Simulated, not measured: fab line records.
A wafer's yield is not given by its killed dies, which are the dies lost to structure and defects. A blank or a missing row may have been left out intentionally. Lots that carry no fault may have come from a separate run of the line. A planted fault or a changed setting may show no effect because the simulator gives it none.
Matching of chambers -- flow nand harc -- NHARC_A_STAIRCASE_DEP_322 on pecvd-01: 3 sister chambers
The step deposits SiO2, target thk 7200 nm. 14 wafers are shown with their chamber, then 7 later ones without.

EACH WAFER AND ITS CHAMBER
wafer,chamber,heater power w (W),mfc precursor sccm (sccm)
L075.1,1,656,199.5
L075.3,0,660,199.5
L075.4,2,683,200.7
L077.1,1,635,199.9
L077.2,0,712,198.8
L077.4,1,612,200.0
L080.1,2,742,198.7
L080.4,0,635,199.4
L080.6,2,656,198.9
L083.2,2,674,200.3
L083.4,2,634,200.4
L083.5,1,587,199.6
L093.2,0,700,200.1
L093.3,1,707,198.9

SIGNATURES (averages over the wafers above)
reading,chamber 0,chamber 1,chamber 2,scatter within a chamber
heater power w,676.75,639.40,677.80,41.3
mfc precursor sccm,199.450,199.580,199.800,0.677
Rule: for each reading, subtract the chamber's mean from the wafer's reading, divide by that reading's scatter and square the result; add these up over the readings and take the root, which gives the wafer's distance from the chamber. The wafer belongs to the nearest chamber; if the next one is less than 2 further off, it can't be placed. The scatter: take each reading less its chamber's mean, square it, sum over the shown wafers, divide by the number of wafers less the number of chambers, and take the root.

WAFERS MISSING THEIR CHAMBER
wafer,heater power w (W),mfc precursor sccm (sccm)
L093.6,612,200.3
L096.1,672,199.4
L096.3,723,200.1
L096.6,612,200.5
L097.2,636,199.3
L097.5,639,199.7
L097.6,588,199.1

WHICH CHAMBER EACH ONE RAN IN
wafer,from the rows above,in truth
L093.6,can't be placed: 1 or 2 or 0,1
L096.1,can't be placed: 0 or 2 or 1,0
L096.3,can't be placed: 2 or 0 or 1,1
L096.6,can't be placed: 1 or 2 or 0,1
L097.2,can't be placed: 1 or 0 or 2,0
L097.5,can't be placed: 1 or 2 or 0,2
L097.6,can't be placed: 1 or 0 or 2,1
0 of 7 placed correctly. Not placeable from these rows: 7 (in 7, the candidates include the true chamber). Wrongly placed: 0.
